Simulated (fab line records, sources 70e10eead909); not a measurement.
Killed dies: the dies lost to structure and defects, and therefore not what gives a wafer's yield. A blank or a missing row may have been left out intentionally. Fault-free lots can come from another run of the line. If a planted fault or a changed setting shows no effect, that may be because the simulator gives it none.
Which tool was responsible? -- flow nand harc -- 12 lots with 36 wafers sampled at 6 steps, on a route of 1302 steps

## WHAT THE GAUGES READ, wafer by wafer
NHARC_A_BLC_CD_MEAS_10 targets a cd of 100 nm. Usual: cd nm at 100.2 nm, with a standard deviation of 0.6.
lot,measured,on,cd nm (nm),flag
L703,day 24 05:26,cd sem-02,99.7 100.0 100.1,
L706,day 25 13:55,cd sem-02,100.4 101.0 100.8,
L705,day 25 14:40,cd sem-01,99.5 99.5 100.4,
L704,day 25 21:45,cd sem-01,100.4 101.1 100.3,
L707,day 26 00:04,cd sem-02,100.6 100.1 100.3,
L708,day 27 18:37,cd sem-03,100.5 100.2 99.7,
L710,day 27 21:19,cd sem-02,99.1 99.5 99.9,
L711,day 28 00:41,cd sem-03,100.7 100.8 100.3,
L713,day 28 12:04,cd sem-03,101.3 101.2 101.6,
L717,day 31 04:28,cd sem-02,100.5 100.3 100.9,
L719,day 31 07:40,cd sem-01,95.2 94.0 93.7,OFF
L718,day 31 11:13,cd sem-03,94.2 94.8 94.2,OFF

NHARC_A_BLC_INSPECT_12. Usual: raw defect count at 87, with a standard deviation of 35.
lot,measured,on,raw defect count,flag
L703,day 24 05:34,defect inspect-02,68 78 52,
L706,day 25 14:02,defect inspect-01,36 29 34,
L705,day 25 14:47,defect inspect-01,120 109 118,
L704,day 25 21:53,defect inspect-01,141 129 117,
L707,day 26 00:11,defect inspect-01,112 94 124,
L708,day 27 18:44,defect inspect-01,80 65 80,
L710,day 27 21:26,defect inspect-01,119 104 124,
L711,day 28 00:49,defect inspect-01,63 61 42,
L713,day 28 12:11,defect inspect-01,146 151 152,
L717,day 31 04:35,defect inspect-02,88 77 74,
L719,day 31 07:47,defect inspect-01,81 64 70,
L718,day 31 11:21,defect inspect-02,34 44 34,

NHARC_END_SORT_01. Usual: killed at array 62, standard deviation 20; killed at other 0.8, standard deviation 1.1; killed at periphery 3.5, standard deviation 2.4; killed dies 66, standard deviation 21; killed open 3.5, standard deviation 1.9; killed short 2.5, standard deviation 1.7.
lot,measured,on,killed at array,killed at other,killed at periphery,killed dies,killed open,killed short,flag
L719,day 33 04:41,prober-01,59,0,2,61,3,1,
L718,day 33 14:06,prober-02,36,1,6,43,4,3,

## WHICH TOOL RAN EACH LOT (tool, then ch and the chambers of the sampled wafers, then the start)
lot,NHARC_A_CONTACT_ETCH_135,NHARC_A_CONTACT_ETCH_98,NHARC_A_BLC_PEB_08
L703,"har cap etch-03 ch 0,1, day 24 00:07","rie diel-06 ch 0,1, day 24 05:21 or earlier","litho track-06 ch 0, day 24 05:21"
L706,"har cap etch-02 ch 0,1, day 25 08:55","rie diel-06 ch 0,2,3, day 25 13:50 or earlier","litho track-04 ch 0, day 25 13:50"
L705,"har cap etch-03 ch 0,1, day 25 09:50","rie diel-06 ch 0,1,2, day 25 14:35 or earlier","litho track-04 ch 0, day 25 14:35"
L704,"har cap etch-02 ch 0,1, day 25 16:54","rie diel-05 ch 1,2, day 25 18:43","litho track-06 ch 0, day 25 21:40"
L707,"har cap etch-03 ch 1, day 25 19:12","rie diel-06 ch 0,2, day 25 23:58 or earlier","litho track-04 ch 0, day 25 23:58"
L708,"har cap etch-01 ch 0,1, day 27 14:03","rie diel-05 ch 0,1,2, day 27 18:32 or earlier","litho track-06 ch 0, day 27 18:32"
L710,"har cap etch-03 ch 0,1, day 27 16:10","rie diel-07 ch 0,2, day 27 21:14 or earlier","litho track-04 ch 0, day 27 21:14"
L711,"har cap etch-01 ch 0,1, day 27 18:53","rie diel-06 ch 0,1,3, day 28 00:37 or earlier","litho track-06 ch 0, day 28 00:37"
L713,"har cap etch-02 ch 0,1, day 28 06:43","rie diel-06 ch 1,2,3, day 28 11:59 or earlier","litho track-06 ch 0, day 28 11:59"
L717,"har cap etch-02 ch 0,1, day 30 23:25","rie diel-06 ch 0,1,2, day 31 04:23 or earlier","litho track-06 ch 0, day 31 04:23"
L719,"har cap etch-01 ch 0,1, day 31 02:50","rie diel-06 ch 0,2,3, day 31 07:35 or earlier","litho track-06 ch 0, day 31 07:35"
L718,"har cap etch-03 ch 0,1, day 31 06:26","rie diel-06 ch 0,2,3, day 31 11:08 or earlier","litho track-06 ch 0, day 31 11:08"
- NHARC_A_CONTACT_ETCH_135: etches the open film in C4F8/O2/Ar, time 311 s, target depth 1912 nm.
- NHARC_A_CONTACT_ETCH_98: etches the open film in C4F6/O2, target depth 20 nm, time 10 s.
- NHARC_A_BLC_PEB_08: peb time 65 s.

## WHAT THE TOOLS THEMSELVES READ (means of the sampled wafers that have a number; where no wafer has one, the mark that the record gives instead)
NHARC_A_CONTACT_ETCH_98. Usual: drypump motor current A 5.7 A, standard deviation 0.54; oes product au 0.960 a.u., standard deviation 0.023; rf vpp V 547.7 V, standard deviation 2.8; showerhead plenum p Torr 3.96 Torr, standard deviation 0.13; throttle valve pct 26.903 %, standard deviation 0.009.
lot,tool,drypump motor current A (A),oes product au (a.u.),rf vpp V (V),showerhead plenum p Torr (Torr),throttle valve pct (%),flag
L703,rie diel-06,5.5,0.942,547.6,3.92,26.894,
L706,rie diel-06,6.0,0.947,548.6,4.01,26.909,
L705,rie diel-06,5.9,0.950,548.8,3.98,26.902,
L704,rie diel-05,6.0,1.001,549.0,4.01,26.900,
L707,rie diel-06,6.3,0.952,549.2,4.03,26.894,
L708,rie diel-05,5.5,0.959,546.6,3.94,26.905,
L710,rie diel-07,5.9,0.954,546.1,3.89,26.904,
L711,rie diel-06,5.6,0.964,546.7,3.94,26.900,
L713,rie diel-06,5.6,0.966,546.2,3.92,26.903,
L717,rie diel-06,5.9,0.936,547.7,3.96,26.902,
L719,rie diel-06,6.0,0.953,548.4,3.99,26.904,
L718,rie diel-06,6.0,0.936,547.8,3.99,26.893,

NHARC_A_BLC_PEB_08. Usual: heater power total W 156.6 W, standard deviation 0.4; plate temp C 99.99 C, standard deviation 0.12.
lot,tool,heater power total W (W),plate temp C (C),flag
L703,litho track-06,156.2,100.05,
L706,litho track-04,156.4,100.08,
L705,litho track-04,156.5,100.12,
L704,litho track-06,157.1,99.90,
L707,litho track-04,156.5,100.00,
L708,litho track-06,156.3,99.87,
L710,litho track-04,156.6,100.00,
L711,litho track-06,156.6,100.01,
L713,litho track-06,156.7,99.98,
L717,litho track-06,156.8,99.95,
L719,litho track-06,152.6,98.40,OFF
L718,litho track-06,152.8,98.26,OFF

## THE ANSWER, worked out from the rows above alone
Rule: take the mean of a lot's wafers that have a number; if it is more than 3 standard deviations from the usual mean, the lot is off. A lot without any number at a reading at which 4 lots or more have one is off too. Any other lot the step has rows for is counted as sound. First the gauges in route order, then the tools' own readings, where a lot's mean is used as printed above. At the first step where some lot is off, the reading lying furthest off is the one used; lots without a number count as furthest.
Off: L719, L718 (NHARC_A_BLC_CD_MEAS_10, cd nm).
If a tool, at a process step before that reading, ran all the lots that are off and no sound lot after the first of them, it fits. The gauges at NHARC_A_BLC_CD_MEAS_10 aren't tried: what is off there is off at NHARC_A_BLC_PEB_08 too, on other tools, and a gauge's error can't cause that. NHARC_A_CONTACT_ETCH_98 gives no start for some lots, so the hours and the order of its lots are those of NHARC_A_BLC_PEB_08. Can't be told from this: 2 tools fit, rie diel-06 at NHARC_A_CONTACT_ETCH_98, litho track-06 at NHARC_A_BLC_PEB_08.

## WHAT HAD BEEN PUT IN BY THE SIMULATOR
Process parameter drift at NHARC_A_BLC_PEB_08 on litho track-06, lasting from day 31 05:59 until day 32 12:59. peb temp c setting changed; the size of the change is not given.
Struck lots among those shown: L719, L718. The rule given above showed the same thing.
